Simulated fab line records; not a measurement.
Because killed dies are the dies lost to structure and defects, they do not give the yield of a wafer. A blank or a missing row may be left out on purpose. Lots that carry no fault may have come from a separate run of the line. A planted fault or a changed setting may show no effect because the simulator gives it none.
Split-lot experiment | flow n5-finfet | 39 wafers read from 7 lots, route of 1938 steps

## SPLIT DETAILS
At N5_BEOL_M12_ILD_DEP_00 (deposits SiOC from DEMS/O2, target thk 658.92 nm, time 130.7 s), the setting target-thk-a was moved away from the recipe's 6589.2 angstrom on 12 of the 39 wafers read, by -54.6% to -28.5%. For the rest of the wafers, this setting stayed at what the recipe calls for.

## FROM THE SPLIT TO THE READING: what the file shows between them, 6 steps
- N5_BEOL_M12_THK_MEAS_01
- N5_BEOL_M12_COAT_58: time 60 s, resist thk 89 nm
- N5_BEOL_M12_COAT_04: resist thk 400 nm
- N5_BEOL_M12_DESCUM_15: chemistry O2, time 7.9 s
- N5_BEOL_M12_ETCH_59: etches BARC in N2/H2, target depth 89 nm, overetch 26.7 nm, time 67.9 s
- N5_BEOL_M12_VIA_ETCH_16: etches SiOC in C4F8/O2/Ar, target depth 724.8 nm

## THE READING
oes-product-au, in a.u., at N5_BEOL_M12_STRIP_63 (strips in N2/H2). Typical for fault-free wafers on this fab line: 0.693 a.u., with standard deviation 0.0044 a.u.

wafer  | tool, chamber at the split | target-thk-a as run, angstrom | against the recipe | oes-product-au, a.u. | against lot-mates on the recipe
L074.1 | pecvd-01, 0                | 3285                          | -50.1%             | 0.824                | +0.130
L074.2 | pecvd-01, 1                | 6589.2                        | recipe             | 0.696                | -
L074.3 | pecvd-01, 2                | 3285                          | -50.1%             | 0.838                | +0.144
L074.4 | pecvd-01, 2                | 6589.2                        | recipe             | 0.697                | -
L074.5 | pecvd-01, 1                | 6589.2                        | recipe             | 0.688                | -
L074.6 | pecvd-01, 0                | 3285                          | -50.1%             | 0.824                | +0.130
L084.1 | pecvd-04, 0                | 6589.2                        | recipe             | 0.698                | -
L084.2 | pecvd-04, 2                | 6589.2                        | recipe             | 0.692                | -
L084.3 | pecvd-04, 1                | 6589.2                        | recipe             | 0.699                | -
L084.4 | pecvd-04, 2                | 6589.2                        | recipe             | 0.688                | -
L084.5 | pecvd-04, 0                | 6589.2                        | recipe             | 0.691                | -
L084.6 | pecvd-04, 1                | 6589.2                        | recipe             | 0.692                | -
L083.1 | pecvd-04, 2                | 6589.2                        | recipe             | 0.692                | -
L083.2 | pecvd-04, 0                | 4708                          | -28.5%             | 0.712                | +0.022
L083.3 | pecvd-04, 1                | 6589.2                        | recipe             | 0.690                | -
L083.4 | pecvd-04, 2                | 6589.2                        | recipe             | 0.688                | -
L083.5 | pecvd-04, 1                | 4708                          | -28.5%             | 0.728                | +0.038
L083.6 | pecvd-04, 0                | 4708                          | -28.5%             | 0.713                | +0.023
L085.1 | pecvd-04, 0                | 2991                          | -54.6%             | 0.841                | +0.151
L085.2 | pecvd-04, 2                | 6589.2                        | recipe             | 0.689                | -
L085.3 | pecvd-04, 1                | 2991                          | -54.6%             | 0.854                | +0.164
L085.4 | pecvd-04, 0                | 2991                          | -54.6%             | 0.838                | +0.148
L085.5 | pecvd-04, 1                | 6589.2                        | recipe             | 0.695                | -
L085.6 | pecvd-04, 2                | 6589.2                        | recipe             | 0.686                | -
L087.1 | pecvd-03, 2,1              | 3346                          | -49.2%             | 0.837                | +0.144
L087.2 | pecvd-03, 1                | 6589.2                        | recipe             | 0.693                | -
L087.3 | pecvd-03, 0                | 6589.2                        | recipe             | 0.694                | -
L087.4 | pecvd-03, 0                | 3346                          | -49.2%             | 0.833                | +0.140
L087.5 | pecvd-03, 2,1              | 3346                          | -49.2%             | 0.832                | +0.139
L087.6 | pecvd-03, 2                | 6589.2                        | recipe             | 0.693                | -
L090.2 | pecvd-03, 2                | 6589.2                        | recipe             | 0.695                | -
L090.3 | pecvd-03, 0                | 6589.2                        | recipe             | 0.701                | -
L090.5 | pecvd-03, 2                | 6589.2                        | recipe             | 0.691                | -
L094.1 | pecvd-04, 1                | 6589.2                        | recipe             | 0.700                | -
L094.2 | pecvd-04, 0                | 6589.2                        | recipe             | 0.693                | -
L094.3 | pecvd-04, 2                | 6589.2                        | recipe             | 0.695                | -
L094.4 | pecvd-04, 2                | 6589.2                        | recipe             | 0.694                | -
L094.5 | pecvd-04, 0                | 6589.2                        | recipe             | 0.687                | -
L094.6 | pecvd-04, 1                | 6589.2                        | recipe             | 0.691                | -
The file does not say which wafer passed through which chamber wherever a row lists several chambers: such a row stands for several wafers.

THE FIT
A straight line over all 39 wafers: oes-product-au changes by -0.00265 a.u. for each +1% of target-thk-a; r = -0.97; the points scatter about the line by 0.016 a.u.
The same after taking each lot's own level away (the mean of its wafers on the recipe; 39 wafers): -0.00267 a.u. for each +1%; r = -0.97; scatter 0.015 a.u.
That fit puts the effect of the largest move of target-thk-a on the reading at 0.15 a.u.
The span of the lots' own levels, 0.6900 to 0.6957 a.u., comes to 1.3 times the standard deviation stated above.
The two slopes are in agreement: the lot-to-lot level therefore moves the slope only a little.
Check: for one of the wafers moved furthest among these (-54.6%), held out of the fit, the line's prediction against its lot-mates is +0.143 a.u. It came out at +0.151 a.u. against them.

## THESE WAFERS: OTHER SPLITS
Note: prior to the reading, these wafers also went through further splits. Each is held against what the fit with the lots' levels taken away leaves over:
other split on the same wafers | wafers away from the commonest value | r with oes-product-au (lot level and that fit taken away)
N5_BEOL_M11_DESCUM_16 time-s   | 15                                   | -0.37

## THE WHOLE CHAIN: every reading that the file lists as answering this split, in the file's order
step                    | what it does                                                   | reading                                                                             | change (the file's fit)                   | r (the file's)
N5_BEOL_M12_ILD_DEP_00  | deposits SiOC from DEMS/O2, target thk 658.92 nm, time 130.7 s | SiOC_of_BEOL_M12_ILD_DEP_00.thk-nm (the simulator's own value, which no gauge read) | +6.49 nm for each +1% of the setting      | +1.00
N5_BEOL_M12_THK_MEAS_01 |                                                                | M12_ILD_THK                                                                         | +6.49 for each +1% of the setting         | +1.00
N5_BEOL_M12_VIA_ETCH_16 | etches SiOC in C4F8/O2/Ar, target depth 724.8 nm               | etch.depth-nm (the simulator's own value, which no gauge read)                      | +6.49 nm for each +1% of the setting      | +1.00
N5_BEOL_M12_VIA_ETCH_16 | etches SiOC in C4F8/O2/Ar, target depth 724.8 nm               | coat_of_BEOL_M12_COAT_04.thk-nm (the simulator's own value, which no gauge read)    | -1.91 nm for each +1% of the setting      | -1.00
N5_BEOL_M12_STRIP_63    | strips in N2/H2                                                | oes-product-au                                                                      | -0.00262 a.u. for each +1% of the setting | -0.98
N5_BEOL_M12_STRIP_63    | strips in N2/H2                                                | strip-time-to-endpoint-s                                                            | withheld for each +1% of the setting      | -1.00

## FILE'S OWN FIT
oes-product-au changes by -0.00262 a.u. for each +1% of target-thk-a, r = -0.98.
